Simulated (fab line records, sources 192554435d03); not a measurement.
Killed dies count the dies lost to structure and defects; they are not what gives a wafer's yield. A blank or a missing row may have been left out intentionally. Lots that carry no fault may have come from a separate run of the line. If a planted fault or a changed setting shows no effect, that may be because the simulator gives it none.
Problem report, 8D (eight disciplines) form, completed by code    flow n5_finfet    the parts of the form that need people (team, actions taken, sign-off) are left out

== 1. PROBLEM STATEMENT ==
killed_at_M4_up at N5_PASSIVATION_PROBE_49 reads a mean of 133 on 6 wafers of 2 lots; wafers without a fault read 14 with a standard deviation of 5.7. Measured from the usual mean, that is +21 standard deviations.
Earliest sighting: wafer L169.1 on prober-01 at day 15 12:24. The record has a number at this step for 9 wafers belonging to 3 lots. Rule for "out", or "out of limits": more than 4 standard deviations from the usual mean. The rest of the wafers with a number are treated as sound.

== 2. WHAT IT IS AND WHAT IT IS NOT ==
question                     is                                                                                                    is not
which readings at this step  killed_at_M4_up, defect_limited_yield, killed_dies, sort_bin_5_function, sort_n_pass, sort_yield_pct  killed_at_M0_to_M3, killed_at_other, killed_open, killed_short
which lots                   L169, L170                                                                                            L159
which wafers of those lots   all that have a number                                                                                -
read on which tools          prober-01                                                                                             -
when                         from day 15 12:24                                                                                     up to then (3 sound wafers)

== 3. THE SUSPECTS, EACH WITH WHAT RULES IT OUT ==
Counting: a tool at any process step up to the reading remains a suspect when it ran all the lots that are out and ran no sound lot after the first of those.
- pvd_sputter-01 at N5_BEOL_M5_SPUTTER_90 (material Cu, target thk 4.5 nm, time 8.29 s): kept. It processed each lot that is out, first L169 at day 11 19:35, and no sound lot thereafter; up to then, the last sound lot it processed was L159 at day 8 20:02.
- pecvd-04 at N5_PASSIVATION_PECVD_35 (deposits SiNx from SiH4/NH3/N2, target thk 700 nm, time 151.3 s): kept. It processed each lot that is out, first L169 at day 15 08:08, and no sound lot thereafter; up to then, the last sound lot it processed was L159 at day 12 17:08.
- prober-01 at N5_PASSIVATION_PROBE_49: kept. It processed each lot that is out, first L169 at day 15 12:24, and no sound lot thereafter; up to then, the last sound lot it processed was L159 at day 12 20:53. Its own readings are out on those wafers: defect_limited_yield, killed_at_M4_up, killed_dies, sort_bin_5_function, sort_n_pass, sort_yield_pct.
The count leaves pvd_sputter-01 at N5_BEOL_M5_SPUTTER_90, pecvd-04 at N5_PASSIVATION_PECVD_35, and prober-01 at N5_PASSIVATION_PROBE_49.

== 4. THE CAUSE (what the simulator had put in) ==
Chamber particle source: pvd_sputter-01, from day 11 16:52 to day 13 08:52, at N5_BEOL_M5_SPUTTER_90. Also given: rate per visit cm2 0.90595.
Counting left 3 suspects, and this tool is among them.

== 5. SEQUENCE OF EFFECTS, ordered by route ==
Rows list readings where the struck wafers' mean (over those with a number) sits beyond 3 standard deviations from the usual. Only readings whose record carries a usual standard deviation are examined. hours: median over the lots of the time between each lot's start at the first step of this table that gives one and its start at this step. sigmas: the change, counted in usual standard deviations.
hours  step                     reading               usual   on struck wafers  change  sigmas
0      N5_PASSIVATION_PROBE_49  defect_limited_yield  91.1 %  81.2              -9.8    -7.0
0      N5_PASSIVATION_PROBE_49  killed_at_M4_up       14      133               +119    +21
0      N5_PASSIVATION_PROBE_49  killed_dies           105     221               +116    +6.8
0      N5_PASSIVATION_PROBE_49  sort_bin_5_function   5.3 %   12.4              +7.1    +7.5
0      N5_PASSIVATION_PROBE_49  sort_n_pass           1075    959               -116    -6.8
0      N5_PASSIVATION_PROBE_49  sort_yield_pct        91.1 %  81.2              -9.8    -7.0
Here are the process steps it includes:
- N5_PASSIVATION_PROBE_49

== 6. HOW IT WOULD HAVE BEEN CAUGHT EARLIER ==
In this record the first reading out of limits was taken at day 15 12:24, 92 hours after the fault began at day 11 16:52.
No tool reading at N5_BEOL_M5_SPUTTER_90 that has a usual standard deviation in the record was out on any struck wafer, so an alarm limit of 4 standard deviations on those readings would not have fired.
All the lots that are out (2) had begun N5_BEOL_M5_SPUTTER_90 on pvd_sputter-01 by day 15 12:24. A hold on the tool at that time would have spared none of them.
